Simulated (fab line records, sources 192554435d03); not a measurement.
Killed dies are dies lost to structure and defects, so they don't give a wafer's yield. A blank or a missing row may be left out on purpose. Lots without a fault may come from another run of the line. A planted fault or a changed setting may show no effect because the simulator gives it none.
Problem report in the 8D (eight disciplines) form, filled by code | flow n5_finfet | the parts of the form that need people (team, actions taken, sign-off) are left out

1. THE PROBLEM
thk_nm at N5_FIN_SAQP_THK_MEAS_07 reads a mean of 51.0 nm on 6 wafers of 2 lots; wafers without a fault read 60.1 nm with a standard deviation of 0.9. That is -10 standard deviations from the usual mean.
First seen on wafer L493.3, day 5 09:02, on film_metro-01. The record holds 27 wafers of 9 lots with a number at this step. Rule for "out", or "out of limits": more than 4 standard deviations from the usual mean. The other wafers with a number count as sound.

2. WHAT IT IS AND WHAT IT IS NOT
question                    | is                           | is not
which readings at this step | thk_nm                       | -
which lots                  | L493, L494                   | L480, L481, L482, L483, L486, L499, L502
which wafers of those lots  | all that have a number       | -
read on which gauges        | film_metro-01, film_metro-02 | -
when                        | from day 5 09:02             | up to then (15 sound wafers); but 6 sound wafers of L499, L502 came after

3. SUSPECTS, AND WHAT RULES EACH OUT
Counting: a tool at a process step up to the reading stays a suspect if it ran every lot that is out and no sound lot after the first of them.
- the gauge at N5_FIN_SAQP_THK_MEAS_07: ruled out. The wafers that are out were read on 2 gauges (film_metro-01, film_metro-02).
- pecvd-03 at N5_FIN_SAQP_PECVD_48 (deposits SiNx from SiH4/NH3/N2, target thk 25 nm, time 22.1 s): kept. It ran every lot that is out, first L493 (day 5 08:54), and no sound lot after that; its last sound lot up to then is L486 (day 3 15:38).
- pecvd-03 at N5_FIN_SAQP_PECVD_06 (deposits a-Si from SiH4/He, target thk 60 nm, time 48.1 s): kept. It ran every lot that is out, first L493 (day 5 08:56), and no sound lot after that; its last sound lot up to then is L486 (day 3 15:41).
Left after counting: pecvd-03 at N5_FIN_SAQP_PECVD_48, pecvd-03 at N5_FIN_SAQP_PECVD_06.

4. THE CAUSE (what the simulator had put in)
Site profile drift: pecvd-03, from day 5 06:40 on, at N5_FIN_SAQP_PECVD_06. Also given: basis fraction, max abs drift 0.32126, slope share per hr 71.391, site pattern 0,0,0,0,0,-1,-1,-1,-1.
Counting left 2 suspects, and this tool is among them.

5. THE CHAIN OF EFFECTS, in route order
Each row: a reading whose mean over the struck wafers that have a number lies more than 3 standard deviations from the usual. Only readings for which the record gives a usual standard deviation are gone through. hours: the time from each lot's start at the first step in this table that gives one to its start at this step, as a median over the lots. sigmas: the change in usual standard deviations.
hours | step                        | reading        | usual      | on struck wafers | change | sigmas
0     | N5_FIN_SAQP_THK_MEAS_07     | thk_nm         | 60.1 nm    | 51.0             | -9.1   | -10
1     | N5_FIN_SAQP_MANDREL_ETCH_22 | oes_product_au | 0.770 a.u. | 0.697            | -0.073 | -4.6
The process steps in it:
- N5_FIN_SAQP_MANDREL_ETCH_22: etches a-Si in HBr/Cl2, stops on SiNx, target depth 60 nm, bt time 10 s, time 30 s.
Later measuring or inspecting steps at which every struck wafer that the step has a row for has a number for every such reading, and none has moved that far: N5_FIN_SAQP_OVL_MEAS_17, N5_BEOL_M4_RC_MEAS_101.

6. WHAT WOULD HAVE CAUGHT IT SOONER
In this record the first reading out of limits at a measuring or inspecting step was taken at day 5 09:02, 2 hours after the fault began at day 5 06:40.
Of the tool readings at N5_FIN_SAQP_PECVD_06 for which the record gives a usual standard deviation, none was out on any struck wafer, so an alarm limit of 4 standard deviations on them would not have fired.
Of the lots that are out (2), L494 began N5_FIN_SAQP_PECVD_06 on pecvd-03 after day 5 09:02. A hold on the tool at that time would have spared it.
